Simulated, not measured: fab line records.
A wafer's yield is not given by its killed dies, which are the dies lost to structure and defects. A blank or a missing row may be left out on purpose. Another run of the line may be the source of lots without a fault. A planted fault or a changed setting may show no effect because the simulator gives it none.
Chamber matching -- flow n5 finfet -- N5_BEOL_M1_ETCH_69 on rie diel-04 has 4 sister chambers
The step etches SiARC in CF4, target depth 15.6 nm, time 26 s. 4 wafers are shown with their chamber, then 8 later ones without.

== WAFERS PAIRED WITH THEIR CHAMBERS ==
wafer,chamber,showerhead plenum p Torr (Torr)
L087.4,0,2.10
L090.4,3,2.04
L090.5,2,2.18
L093.1,1,1.97

== WAFERS WHOSE CHAMBER IS MISSING ==
wafer,showerhead plenum p Torr (Torr)
L093.2,2.04
L093.6,1.97
L096.3,2.17
L096.4,2.17
L096.6,2.03
L097.2,2.10
L097.3,1.96
L097.5,1.96

== EACH ONE'S CHAMBER ==
wafer,from the rows above,in truth
L093.2,3,3
L093.6,1,1
L096.3,2,2
L096.4,2,2
L096.6,3,3
L097.2,0,0
L097.3,1,1
L097.5,1,1
8 of 8 placed correctly. Number that these rows cannot place: 0. 0 placed wrongly.
How it was worked out, from the rows above alone: a wafer's distance from a chamber is the root of the sum, over the readings, of the square of ((its reading less the chamber's mean) divided by the reading's scatter). If the next closest chamber is less than 2 further off than the closest, the wafer can't be placed; otherwise it belongs to the closest. The mean given for a chamber averages the wafers shown for that chamber. The scatter: with one shown wafer a chamber, the root of the mean of the squares of how far each hidden wafer lies from its nearest shown one.
